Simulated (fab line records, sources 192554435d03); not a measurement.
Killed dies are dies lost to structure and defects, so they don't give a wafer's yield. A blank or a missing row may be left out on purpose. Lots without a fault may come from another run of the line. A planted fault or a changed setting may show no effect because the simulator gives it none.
Chamber matching | flow n5_finfet | N5_GATE_CUT_STRIP_41 on rie_diel-02: 4 sister chambers
The step strips in CF4. 8 wafers are shown with their chamber, then 10 later ones without.

WAFERS WITH THEIR CHAMBER
wafer  | chamber | showerhead_plenum_p_Torr (Torr) | throttle_valve_pct (%)
L079.3 | 0       | 1.71                            | 13.85
L083.5 | 2       | 1.86                            | 13.86
L085.1 | 3       | 1.83                            | 13.88
L088.1 | 2       | 1.86                            | 13.89
L088.2 | 1       | 1.69                            | 13.53
L088.3 | 3       | 1.83                            | 13.90
L089.2 | 1       | 1.69                            | 13.50
L089.4 | 0       | 1.92                            | 13.33

WAFERS WITHOUT THEIR CHAMBER
wafer  | showerhead_plenum_p_Torr (Torr) | throttle_valve_pct (%)
L089.5 | 1.86                            | 13.89
L092.2 | 1.85                            | 13.92
L092.3 | 1.69                            | 13.52
L092.4 | 1.69                            | 13.53
L093.1 | 1.92                            | 13.33
L093.2 | 1.85                            | 13.91
L093.5 | 1.69                            | 13.54
L096.1 | 1.82                            | 13.33
L096.3 | 1.85                            | 13.93
L096.4 | 1.91                            | 13.36

WHICH CHAMBER EACH WENT THROUGH
wafer  | from the rows above               | in truth
L089.5 | can't be placed: 2 or 3 or 0      | 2
L092.2 | can't be placed: 2 or 3 or 0      | 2
L092.3 | can't be placed: 1 or 0           | 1
L092.4 | can't be placed: 1 or 0           | 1
L093.1 | can't be placed: 0 or 2 or 1 or 3 | 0
L093.2 | can't be placed: 2 or 3 or 0      | 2
L093.5 | can't be placed: 1 or 0           | 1
L096.1 | can't be placed: 0 or 1 or 2 or 3 | 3
L096.3 | can't be placed: 2 or 3 or 0      | 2
L096.4 | can't be placed: 0 or 2 or 3 or 1 | 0
Placed correctly: 0 of 10. Can't be placed from these rows: 10 (the true chamber is among the candidates in 10). Placed wrongly: 0.
How it was worked out, from the rows above alone: a wafer's distance from a chamber is the root of the sum, over the readings, of the square of ((its reading less the chamber's mean) divided by the reading's scatter). The wafer belongs to the nearest chamber; if the next one is less than 2 further off, it can't be placed. A chamber's mean is the mean of its shown wafers. The scatter: the root of (the sum of the squares of (reading less its chamber's mean) over the shown wafers, divided by (wafers less chambers)).
